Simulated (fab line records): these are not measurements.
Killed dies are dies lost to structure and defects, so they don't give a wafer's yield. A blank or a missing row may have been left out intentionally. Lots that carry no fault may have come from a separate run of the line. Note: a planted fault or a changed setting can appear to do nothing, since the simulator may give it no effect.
Chamber matching :: flow n5-finfet :: N5_BEOL_M0_ALD_136 on ald-metal-01: 4 sister chambers
The step deposits TaN, pulse time 2 s, purge time 3 s, co reactant purge time 2 s. 20 wafers are shown with their chamber, then 10 later ones without.

## EACH WAFER AND ITS CHAMBER
wafer: L076.1
chamber: 1
heater-power-w (W): 364

wafer: L076.4
chamber: 2
heater-power-w (W): 442

wafer: L076.6
chamber: 2
heater-power-w (W): 445

wafer: L081.1
chamber: 1
heater-power-w (W): 361

wafer: L081.2
chamber: 0
heater-power-w (W): 347

wafer: L081.3
chamber: 2
heater-power-w (W): 441

wafer: L081.4
chamber: 3
heater-power-w (W): 432

wafer: L081.5
chamber: 3
heater-power-w (W): 420

wafer: L081.6
chamber: 0
heater-power-w (W): 354

wafer: L082.1
chamber: 1
heater-power-w (W): 359

wafer: L082.4
chamber: 2
heater-power-w (W): 445

wafer: L082.5
chamber: 3
heater-power-w (W): 436

wafer: L084.1
chamber: 0
heater-power-w (W): 359

wafer: L084.2
chamber: 2
heater-power-w (W): 441

wafer: L084.3
chamber: 3
heater-power-w (W): 437

wafer: L084.4
chamber: 1
heater-power-w (W): 356

wafer: L084.5
chamber: 1
heater-power-w (W): 359

wafer: L084.6
chamber: 0
heater-power-w (W): 360

wafer: L089.1
chamber: 1
heater-power-w (W): 364

wafer: L089.2
chamber: 0
heater-power-w (W): 365

SIGNATURES (averages over the wafers above)
reading: heater-power-w
chamber 0: 357.00
chamber 1: 360.50
chamber 2: 442.80
chamber 3: 431.25
scatter within a chamber: 5.21
Rule: for each reading, subtract the chamber's mean from the wafer's reading, divide by that reading's scatter and square the result; add these up over the readings and take the root, which gives the wafer's distance from the chamber. The wafer belongs to the nearest chamber; if the next one is less than 2 further off, it can't be placed. The scatter: the root of (the sum of the squares of (reading less its chamber's mean) over the shown wafers, divided by (wafers less chambers)).

## WAFERS MISSING THEIR CHAMBER
wafer: L089.3
heater-power-w (W): 439

wafer: L089.4
heater-power-w (W): 419

wafer: L089.5
heater-power-w (W): 440

wafer: L089.6
heater-power-w (W): 369

wafer: L092.3
heater-power-w (W): 364

wafer: L092.5
heater-power-w (W): 436

wafer: L092.6
heater-power-w (W): 357

wafer: L097.3
heater-power-w (W): 443

wafer: L097.4
heater-power-w (W): 441

wafer: L097.5
heater-power-w (W): 358

## THE CHAMBER EACH PASSED THROUGH
wafer: L089.3
from the rows above: can't be placed: 2 or 3
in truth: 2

wafer: L089.4
from the rows above: 3
in truth: 3

wafer: L089.5
from the rows above: can't be placed: 2 or 3
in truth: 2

wafer: L089.6
from the rows above: can't be placed: 1 or 0
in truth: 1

wafer: L092.3
from the rows above: can't be placed: 1 or 0
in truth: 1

wafer: L092.5
from the rows above: can't be placed: 3 or 2
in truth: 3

wafer: L092.6
from the rows above: can't be placed: 0 or 1
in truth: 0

wafer: L097.3
from the rows above: 2
in truth: 2

wafer: L097.4
from the rows above: can't be placed: 2 or 3
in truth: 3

wafer: L097.5
from the rows above: can't be placed: 0 or 1
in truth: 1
Placed correctly: 2 of 10. These rows do not allow placing 8 (true chamber among the candidates in 8). Number placed wrongly: 0.
